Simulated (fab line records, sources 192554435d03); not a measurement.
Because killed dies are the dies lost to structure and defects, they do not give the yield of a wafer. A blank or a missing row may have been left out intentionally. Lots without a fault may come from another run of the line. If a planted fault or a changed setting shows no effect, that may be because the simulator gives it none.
3 desks, one fault -- flow n5 finfet -- each desk holds nothing but its own numbers, with what lay behind them at the end

THE DEFECT DESK
For each lot, the counts of the inspections along the route, averaged over the sampled wafers that have a number. A lot is out of limits, marked OUT, if its mean lies more than 4 standard deviations from the usual mean; the brackets give that distance.
Columns: A = raw defect count at N5_BEOL_M5_INSPECT_30, usual 407
lot,first seen here,A
L629,day 8 08:58,390
L630,day 8 17:58,546
L631,day 8 20:23,329
L644,day 12 08:26,326
L647,day 13 07:31,529
L649,day 13 23:19,459
L650,day 14 01:10,357
Result from this desk: across the 7 lots, nothing is out of limits.

DESK OF THE TOOL OWNER: rie metal-03
The tool's own readings at N5_BEOL_M5_HM_OPEN_17 (chemistry Cl2/BCl3, target TiN, target depth 20 nm, overetch 6 nm): means of the sampled wafers that have a number, for each lot that ran on this tool. A lot is out of limits, marked OUT, if its mean lies more than 4 standard deviations from the usual mean; the brackets give that distance.
Columns: A = drypump motor current A at N5_BEOL_M5_HM_OPEN_17, usual 5.6 A; B = mfc cl2 sccm at N5_BEOL_M5_HM_OPEN_17, usual 53.27 sccm; C = oes product au at N5_BEOL_M5_HM_OPEN_17, usual 0.66 a.u.; D = throttle valve pct at N5_BEOL_M5_HM_OPEN_17, usual 22.03 %
lot,first seen here,A,B,C,D
L629,day 8 08:22,5.8,53.37,0.58,22.04
L630,day 8 16:09,5.3,53.15,0.68,22.12
L631,day 8 18:56,5.5,53.17,0.62,22.15
L647,day 13 06:56,4.9,53.30,0.72,22.25
L649,day 13 22:22,5.2,53.21,0.66,22.20
L650,day 13 23:16,4.8,53.51,0.71,22.26
Result from this desk: across the 6 lots, nothing is out of limits.

FROM THE METROLOGY DESK
What the gauges read, lot by lot, whatever tool the lot ran on: means of the sampled wafers that have a number. A lot is out of limits, marked OUT, if its mean lies more than 4 standard deviations from the usual mean; the brackets give that distance. 7 of its 13 readings are shown: the first one out of limits and those lying furthest out on some lot.
Columns: A = IOFF_N at N5_BEOL_M4_RC_MEAS_101, usual 0.18 nA/um; B = IOFF_P at N5_BEOL_M4_RC_MEAS_101, usual 0.24 nA/um; C = ION_P at N5_BEOL_M4_RC_MEAS_101, usual 464 uA/um; D = VT_N at N5_BEOL_M4_RC_MEAS_101, usual 249 mV; E = VT_P at N5_BEOL_M4_RC_MEAS_101, usual -249 mV; F = trench depth nm at N5_BEOL_M5_OCD_MEAS_38, usual 71.4 nm; G = cd nm at N5_BEOL_M5_CD_MEAS_35, usual 28.2 nm
lot,first seen here,A,B,C,D,E,F,G
L629,day 8 05:43,0.17,0.20,468,250,-252,71.9,28.2
L630,day 8 13:19,0.17,0.22,453,250,-253,71.5,28.1
L631,day 8 14:33,0.15,0.24,467,250,-247,49.3 (-12) OUT,27.5
L644,day 12 02:47,0.17,0.23,466,250,-249,71.1,28.3
L647,day 13 02:38,0.22,0.28,473,246,-246,71.5,28.2
L649,day 13 17:25,0.19,0.24,465,245,-251,71.1,28.3
L650,day 13 19:04,0.17,0.20,454,249,-252,71.5,28.1
This desk's finding: out of limits on L631; first on L631, day 8 21:11 (trench depth nm at N5_BEOL_M5_OCD_MEAS_38). Within limits: L629, L630, L644, L647, L649, L650.

TAKEN TOGETHER
Metrology desk: alarm possible at day 8 21:11 on L631.
Nothing out of limits was seen by the defect desk.
The desk of the tool owner found nothing out of limits.
The defect desk has L631 on record, within its limits.
The tool owner's desk has L631 on record, within its limits.
Of the lots named, all ran N5_BEOL_M5_HM_OPEN_17 on rie metal-03.

WHAT THE SIMULATOR PUT IN
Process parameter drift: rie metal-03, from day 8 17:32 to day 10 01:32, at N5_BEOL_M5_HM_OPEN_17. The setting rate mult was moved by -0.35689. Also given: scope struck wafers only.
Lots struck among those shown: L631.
Per desk, hours elapsed from the start of the fault to the first reading out of limits: for the metrology desk, 4.
